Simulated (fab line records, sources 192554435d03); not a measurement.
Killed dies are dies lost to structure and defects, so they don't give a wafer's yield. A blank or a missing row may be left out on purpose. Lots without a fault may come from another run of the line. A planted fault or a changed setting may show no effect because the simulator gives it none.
fab line records | flow n5_finfet | part 2 of 2: steps 25 to 30 of 30
record lots=5 wafers=15 last_day=17
route steps=1938 shown MIM_BOT_LITHO@1859 MIM_BOT_ETCH@1866 PASS1_CAP@1873 TV_LITHO@1875 TV_OPEN@1887
lots that met no fault: from a run of the same line without faults
start_h: hours from the record's first day to the start of the lot's first wafer shown | wait_h: hours since the lot's step before | " the same as in the row above | L1.1+2: a row that stands for several wafers | - no value, or no start given | * or withheld: withheld | < > ~ a bound
route shown NAME@n: a module of which the file shows steps, and the number in the route of the first | usual: mean/standard deviation of fault-free wafers | same: alike in all rows | chamber/n: place in a boat | sites: the reading at each site | _std_site: their standard deviation | _edge_site: outer sites' mean less inner sites' | radius_mm: how far each site lies from the wafer's centre | mask NAME#n: copy n | behind: the tool/chamber that last shaped the wafer | hold: why the lot was held/for how many hours/how that ended | device: the transistor (n, p or np) that didn't switch | end of line: the same wafers' tests at the end of the route | a step without rows: its recipe alone | killed: dies lost to structure and defects at the first sort, not the wafer's yield | map: a wafer's dies, x killed, . not, _ none there
set.NAME: the setting as run; set.NAME@STEP: as run at that earlier step | model.NAME: the simulator's own value behind a step, which no gauge read
lots at some steps of the route; a table a step, a row a wafer
services: from which hour (start_h, from the record's first day; less than 0 if before it) a tool's chamber was out of use, for how many hours, and why
## steps
# step N5_PASSIVATION_CD_MEAS_10
# recipe target_cd_nm=3000 landing_energy_ev=500 detector=se_inlens
# usual cd_nm=2999.1/2.6
# columns lot.wafer tool chamber start_h wait_h cd_nm
L078.1 cd_sem-01 0 280.71 - 2997.2
L078.4 " 0 " " 2997.9
L078.6 " 0 " " 3001.2
L079.2 cd_sem-03 0 288.05 - 3001.0
L079.3 " 0 " " 3003.3
L079.5 " 0 " " 2999.2
L083.2 cd_sem-02 0 316.00 - 2997.9
L083.4 " 0 " " 2997.0
L083.5 " 0 " " 2999.2
L095.1 cd_sem-03 0 385.67 - 2998.8
L095.4 " 0 " " 3000.4
L095.6 " 0 " " 2998.4
L094.2 cd_sem-03 0 390.00 - 3002.2
L094.3 " 0 " " 3005.7
L094.4 " 0 " " 3001.5
# step N5_PASSIVATION_OVL_MEAS_60
# recipe points_per_wafer=44
# usual TV_OVL=1/5.8
# same points_per_wafer=44
# columns lot.wafer tool chamber start_h wait_h TV_OVL[nm]
L078.1 overlay-01 0 280.74 0.0 13
L078.4 " 0 " " 6
L078.6 " 0 " " 10
L079.2 overlay-02 0 288.08 0.0 7
L079.3 " 0 " " 3
L079.5 " 0 " " 6
L083.2 overlay-01 0 316.03 0.0 -6
L083.4 " 0 " " 7
L083.5 " 0 " " -3
L095.1 overlay-02 0 385.70 0.0 10
L095.4 " 0 " " 15
L095.6 " 0 " " 4
L094.2 overlay-01 0 390.03 0.0 -9
L094.3 " 0 " " -11
L094.4 " 0 " " -5
# step N5_PASSIVATION_INSPECT_61
# recipe mode=adi inspect_instrument=macro
# usual raw_defect_count=1.9/1.3
# columns lot.wafer tool chamber start_h wait_h raw_defect_count
L078.1 defect_inspect-01 - 280.77 0.0 2
L078.4 " - " " 2
L078.6 " - " " 0
L079.2 defect_inspect-02 - 288.10 0.0 2
L079.3 " - " " 5
L079.5 " - " " 4
L083.2 defect_inspect-01 - 316.05 0.0 2
L083.4 " - " " 1
L083.5 " - " " 3
L095.1 defect_inspect-01 - 385.73 0.0 1
L095.4 " - " " 1
L095.6 " - " " 5
L094.2 defect_inspect-02 - 390.05 0.0 0
L094.3 " - " " 0
L094.4 " - " " 0
# step N5_PASSIVATION_DESCUM_12
# recipe chemistry=O2 time_s=7.9 source_power_w=50 bias_power_w=20 pressure_mtorr=20 rf_frequency_hz=2.712e+07 temp_c=40 o2_flow_sccm=225
# usual chamber_pressure_mTorr=19.999/0.021 drypump_motor_current_A=5.8/0.4 oes_product_au=0.77/0.058 rf_vpp_V=243.5/1.5 showerhead_plenum_p_Torr=2.13/0.089 throttle_valve_pct=20.50/0.29
# same time_s=7.9
# columns lot.wafer tool chamber start_h wait_h chamber_pressure_mTorr drypump_motor_current_A oes_product_au rf_hours_counter_h rf_vpp_V showerhead_plenum_p_Torr throttle_valve_pct
L078.1 rie_diel-04 3 281.16 0.4 19.992 6.0 0.84 55 243.6 2.13 20.54
L078.4 " 3 " " 20.005 6.0 0.84 - 244.4 2.13 20.53
L078.6 " 2 " " 20.003 5.3 0.78 - 243.0 2.01 20.52
L079.2 rie_diel-06 3 288.27 0.2 19.987 5.6 0.73 198 244.8 2.17 20.40
L079.3 " 2 " " 20.005 6.0 0.79 115 243.8 2.21 20.42
L079.5 " 3 " " 20.000 5.6 0.73 - 244.2 2.17 20.41
L083.2 rie_diel-06 3 316.27 0.2 19.986 5.6 0.71 206 244.5 2.16 20.42
L083.4 " 2 " " 19.990 6.0 0.79 - 244.4 2.21 20.45
L083.5 " 3 " " 19.985 5.6 0.72 - 244.2 2.16 20.44
L095.1 rie_diel-06 3 386.00 0.3 20.033 5.6 0.70 230 243.5 2.16 20.45
L095.4 " 1 " " 19.987 6.2 0.79 - 241.7 2.02 20.14
L095.6 " 2 " " 19.997 6.0 0.77 - 243.6 2.20 20.49
L094.2 rie_diel-02 2 390.35 0.3 19.968 6.5 0.73 151 242.2 2.01 20.98
L094.3 " 1 " " 19.999 5.6 0.82 113 244.9 2.22 20.40
L094.4 " 0 " " 19.994 5.1 0.71 223 243.4 2.18 20.93
# step N5_PASSIVATION_PASS_ETCH_74
# recipe chemistry=CF4/O2 target=SiNx target_depth_a=2200 time_s=110 ion_energy_ev=100 pressure_mtorr=40 source_w=535 bias_w=49 Ar_flow_sccm=100 cf4_flow_sccm=100 O2_flow_sccm=10
# usual O2_flow_sccm=9.999/0.029 chamber_pressure_mTorr=40.01/0.04 drypump_motor_current_A=5.8/0.41 oes_product_au=0.77/0.057 rf_vpp_V=240/3.3 showerhead_plenum_p_Torr=2.23/0.087 throttle_valve_pct=15.97/0.25
# same time_s=110
# columns lot.wafer tool chamber start_h wait_h O2_flow_sccm chamber_pressure_mTorr drypump_motor_current_A oes_product_au rf_hours_counter_h rf_vpp_V showerhead_plenum_p_Torr throttle_valve_pct
L078.1 rie_diel-04 3 281.22 0.0 10.005 40.01 6.0 0.85 55 235 2.23 16.04
L078.4 " 3 " " 9.998 40.04 6.0 0.87 - 236 2.23 16.04
L078.6 " 2 " " 9.947 39.93 5.3 0.78 - 237 2.12 16.09
L079.2 rie_diel-06 3 288.34 0.0 9.983 39.97 5.6 0.72 198 245 2.26 15.93
L079.3 " 2 " " 9.974 39.99 6.0 0.79 115 243 2.30 15.84
L079.5 " 3 " " 9.968 40.02 5.6 0.72 - 245 2.26 15.94
L083.2 rie_diel-06 3 316.33 0.0 10.038 40.06 5.6 0.72 206 245 2.26 15.97
L083.4 " 2 " " 10.062 40.02 6.0 0.78 - 242 2.30 15.85
L083.5 " 3 " " 10.033 40.02 5.6 0.72 - 246 2.26 15.96
L095.1 rie_diel-06 3 386.06 0.0 10.033 40.05 5.6 0.70 230 244 2.25 16.00
L095.4 " 1 " " 10.020 39.99 6.2 0.79 - 236 2.13 15.77
L095.6 " 2 " " 10.014 39.96 6.0 0.76 - 240 2.29 15.89
L094.2 rie_diel-02 2 390.42 0.0 10.037 40.04 6.5 0.73 151 235 2.11 16.38
L094.3 " 1 " " 10.002 40.04 5.7 0.80 113 236 2.31 15.78
L094.4 " 0 " " 10.032 39.99 5.1 0.70 223 243 2.28 16.37
# step N5_PASSIVATION_VIA_ETCH_13
# recipe chemistry=CHF3/O2 target=SiO2 target_depth_a=6600 CHF3_flow_sccm=50 O2_flow_sccm=5 Ar_flow_sccm=200 time_s=330 mask_material=PR pressure_mtorr=30 source_w=650 bias_w=170 ion_energy_ev=200 ends=cleared
# usual O2_flow_sccm=5.000/0.014 chamber_pressure_mTorr=30.002/0.028 drypump_motor_current_A=5.8/0.4 etch_rf_on_time_s=237/4.7 oes_product_au=0.70/0.052 rf_vpp_V=522/7.4 showerhead_plenum_p_Torr=2.44/0.097 throttle_valve_pct=18.86/0.26
# columns lot.wafer tool chamber start_h wait_h O2_flow_sccm chamber_pressure_mTorr drypump_motor_current_A etch_rf_on_time_s oes_product_au rf_hours_counter_h rf_vpp_V showerhead_plenum_p_Torr throttle_valve_pct
L078.1 rie_diel-04 3 281.31 0.0 5.014 30.040 6.0 235 0.77 55 514 2.44 18.97
L078.4 " 3 " " 5.032 29.994 6.0 234 0.77 - 513 2.44 18.99
L078.6 " 2 " " 5.013 30.007 5.4 242 0.71 - 518 2.32 19.02
L079.2 rie_diel-06 3 288.43 0.0 4.994 30.010 5.6 236 0.66 198 534 2.47 18.80
L079.3 " 2 " " 4.992 30.054 6.0 238 0.71 115 529 2.52 18.74
L079.5 " 3 " " 5.004 29.992 5.6 244 0.66 - 533 2.47 18.81
L083.2 rie_diel-06 3 316.42 0.0 5.003 29.957 5.6 231 0.66 206 534 2.47 18.82
L083.4 " 2 " " 5.006 29.980 6.0 240 0.71 - 529 2.52 18.73
L083.5 " 3 " " 4.994 30.050 5.6 236 0.65 - 534 2.47 18.84
L095.1 rie_diel-06 3 386.15 0.0 4.984 29.956 5.6 241 0.63 230 532 2.46 18.85
L095.4 " 1 " " 5.012 30.024 6.2 238 0.71 - 512 2.33 18.66
L095.6 " 2 " " 5.012 29.925 6.0 243 0.68 - 528 2.51 18.80
L094.2 rie_diel-02 2 390.51 0.0 4.991 29.992 6.5 241 0.66 151 514 2.30 19.26
L094.3 " 1 " " 5.001 30.035 5.6 235 0.73 113 514 2.52 18.67
L094.4 " 0 " " 5.005 29.976 5.1 236 0.64 223 525 2.50 19.32
## services
# columns tool chamber start_h hours kind
rie_metal-02 0 259.68 4.2 repair
krf_scanner-02 - 264.10 1.0 pm
krf_scanner-02 - 265.10 0.8 pm
rie_diel-03 0 277.30 4.8 repair
rie_diel-04 1 279.44 3.4 repair
pecvd-03 - 291.16 6.0 pm
rie_diel-01 0 293.25 34.3 repair
rie_diel-04 2 293.66 8.2 repair
rie_diel-05 2 294.72 3.8 repair
rie_metal-01 - 296.07 2.8 pm
rie_diel-05 0 303.23 6.3 repair
rie_metal-02 1 307.60 2.2 repair
wet_bench-03 - 308.80 2.2 repair
rie_diel-06 1 311.17 5.3 repair
rie_metal-02 - 328.93 1.4 pm
rie_diel-03 3 353.62 2.7 repair
rie_metal-02 - 356.20 0.7 repair
rie_diel-04 0 360.69 4.7 repair
krf_scanner-02 - 365.53 1.3 pm
rie_diel-03 - 370.92 5.5 repair
krf_scanner-02 - 376.15 4.4 pm
wet_bench-04 - 377.23 4.1 repair
pecvd-03 - 383.88 1.2 repair
wet_bench-06 - 389.94 3.4 repair
